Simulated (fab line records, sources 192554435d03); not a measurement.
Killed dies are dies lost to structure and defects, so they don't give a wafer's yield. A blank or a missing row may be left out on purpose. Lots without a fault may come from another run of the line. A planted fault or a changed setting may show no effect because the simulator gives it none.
A struck lot beside a sound one | flow n5_finfet | 23 steps out of a route of 1938
Sound: wafers L239.1, L239.2, L239.6. Struck: wafers L257.1, L257.4, L257.6. The cause comes at the end.
At each step with rows: each side's tool, then ch and its chambers, then its first start. Under that, the readings that differ: sound wafers | struck wafers | difference of the means | sigmas: that difference in standard deviations of wafers without a fault.
alike: readings whose means differ by less than 2 such deviations, and words and numbers that are the same on both sides. not compared: withheld readings, readings that some wafer has no value for, bounds like >300 that may hide the same value, and numbers for which the record gives no deviation and whose values overlap.
The two part at a step that has a row with sigmas, a row that says differs or no value, or rows on one side only. Numbers that don't overlap but have no deviation are shown without sigmas and don't part them. A reading that every wafer of one side lacks parts them only if that side has two wafers or more.

first, 9 steps without rows for these wafers: N5_FIN_SAQP_EBR_12; N5_FIN_SAQP_SOFTBAKE_11 (time 60 s); N5_FIN_SAQP_EXPOSE_13 (exposes mask FIN CORE, target cd 35.6 nm); N5_FIN_SAQP_PEB_14 (peb time 60 s); N5_FIN_SAQP_DEVELOP_15 (develop time 30 s); N5_FIN_SAQP_DESCUM_21 (chemistry O2, time 7.9 s); N5_FIN_SAQP_ETCH_51 (etches SiARC in CF4, target depth 45.5 nm, time 75.8 s); N5_FIN_SAQP_ETCH_52 (etches SOC in N2/H2, target depth 100 nm, overetch 20 nm, time 150 s); N5_FIN_SAQP_STRIP_53 (strips in N2/H2).
N5_FIN_SAQP_HM_OPEN_73: chemistry CHF3/O2, target SiO2, stops on a-Si, target depth 12 nm, time 16.8 s.
  sound on rie_diel-01 ch 0,3, day 1 22:46; struck on rie_diel-01 ch 1,2,3, day 6 12:27
  no value came back on the struck wafers for any of 8 readings (CHF3_flow_sccm (sccm), O2_flow_sccm (sccm) and others); on the sound wafers CHF3_flow_sccm (sccm) reads 50.07 49.79 50.31
  reading                                     | sound             | struck            | difference | sigmas
  model.SiARC_of_FIN_SAQP_COAT_50.thk_nm (nm) | 4.771 4.982 4.573 | 29.33 29.79 29.33 | +24.71     |
  not compared: rf_hours_counter_h
then, 1 step without rows for these wafers: N5_FIN_SAQP_STRIP_74 (strips in CHF3/O2).
N5_FIN_SAQP_MANDREL_ETCH_22: etches a-Si in HBr/Cl2, stops on SiNx, target depth 60 nm, bt time 10 s, time 30 s.
  sound on rie_si-04 ch 0,1, day 1 22:52; struck on rie_si-04 ch 0,2,3, day 6 12:32
  reading                | sound             | struck            | difference | sigmas
  oes_product_au (a.u.)  | 0.767 0.776 0.767 | 0.314 0.306 0.297 | -0.464     | -39
  throttle_valve_pct (%) | 35.1 36.3 35.1    | 37.3 36.4 36.6    | +1.3       | +3
  alike: drypump_motor_current_A, he_backside_leak_sccm, mfc_cl2_sccm
  not compared: rf_hours_counter_h
then, 6 steps without rows for these wafers: N5_FIN_SAQP_STRIP_55 (strips in N2/H2); N5_FIN_SAQP_STRIP_23 (strips in SPM, time 750 s); N5_FIN_SAQP_SRD_66 (time 30 s); N5_FIN_SAQP_RECESS_75 (chemistry HF/NH3, target SiO2, target depth 14.4 nm, afs cycles 3, sublimation time 60 s); N5_FIN_SAQP_SPACER1_ALD_24 (deposits SiO2, target thk 20.3 nm, pulse time 1 s, purge time 2 s); N5_FIN_SAQP_SPACER1_ETCHBACK_25 (etches SiO2 in CHF3/O2, target depth 24.4 nm, time 12.2 s).
N5_FIN_SAQP_MANDREL1_REMOVE_56: chemistry HBr/Cl2/O2, target a-Si, stops on SiNx, bt time 10 s.
  sound on rie_si-01 ch 0,1,3, day 2 00:31; struck on rie_si-03 ch 0,1, day 6 14:10
  reading               | sound             | struck            | difference | sigmas
  oes_product_au (a.u.) | 1.010 1.007 1.006 | 0.384 0.386 0.388 | -0.622     | -44
  alike: drypump_motor_current_A, he_backside_leak_sccm, mfc_cl2_sccm, throttle_valve_pct
  not compared: rf_hours_counter_h
N5_FIN_SAQP_CD_MEAS_27: target cd 20 nm.
  sound on cd_sem-01 ch 0, day 2 00:38; struck on cd_sem-01 ch 0, day 6 14:17
  reading    | sound             | struck | difference                    | sigmas
  cd_nm (nm) | 20.23 19.93 20.65 | - - -  | no value on the struck wafers |
then, 1 step without rows for these wafers: N5_FIN_SAQP_ETCH_57 (etches SiNx in CH3F/O2, target depth 32.5 nm, time 46.4 s).
N5_BEOL_M4_RC_MEAS_101:
  the record has rows for the sound wafers here (prober-01 ch 0, day 7 14:34) and none for the struck ones
-- the record jumps here: 10 days lie between the struck wafers' starts before and after (it left off in module BEOL_M4 and takes up again in module PASSIVATION, whose first step shown is number 1936 of the route) --
N5_PASSIVATION_PROBE_49:
  the record has rows for the struck wafers here (prober-01, day 16 23:06) and none for the sound ones

WHERE THEY PART
First at N5_FIN_SAQP_HM_OPEN_73; last, within this record, at N5_PASSIVATION_PROBE_49.

WHY: what the simulator had put in
Skipped step whole: rie_diel-01, from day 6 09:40 on, at N5_FIN_SAQP_HM_OPEN_73. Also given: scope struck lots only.
